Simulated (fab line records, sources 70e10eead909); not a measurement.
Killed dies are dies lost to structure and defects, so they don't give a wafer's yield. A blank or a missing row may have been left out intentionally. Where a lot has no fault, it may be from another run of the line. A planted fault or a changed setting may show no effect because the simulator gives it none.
Matching of chambers    flow nand-harc    NHARC_A_STAIRCASE_DEP_322 on pecvd-04: 3 sister chambers
The step deposits SiO2, target thk 3800 nm. 6 wafers are shown with their chamber, then 8 later ones without.

== WAFERS, EACH WITH ITS CHAMBER ==
wafer   chamber  heater-power-w (W)
L078.6  1        441
L079.6  1        443
L080.6  0        529
L088.4  0        525
L088.5  2        605
L093.1  2        697

== WAFERS MISSING THEIR CHAMBER ==
wafer   heater-power-w (W)
L093.3  596
L093.6  430
L096.1  460
L096.2  743
L096.6  535
L097.3  710
L097.4  666
L097.6  429

== WHICH CHAMBER EACH ONE RAN IN ==
wafer   from the rows above      in truth
L093.3  can't be placed: 2 or 0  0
L093.6  1                        1
L096.1  can't be placed: 1 or 0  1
L096.2  2                        2
L096.6  0                        0
L097.3  2                        2
L097.4  2                        2
L097.6  1                        1
Placed correctly: 6 of 8. Can't be placed from these rows: 2 (the true chamber is among the candidates in 2). 0 placed wrongly.
How it was worked out, from the rows above alone: a wafer's distance from a chamber is the root of the sum, over the readings, of the square of ((its reading less the chamber's mean) divided by the reading's scatter). If the next closest chamber is less than 2 further off than the closest, the wafer can't be placed; otherwise it belongs to the closest. A chamber's mean is the mean of its shown wafers. The scatter is the square root of a quotient: the sum, over the shown wafers, of each reading's squared deviation from its chamber's mean, divided by wafers minus chambers.
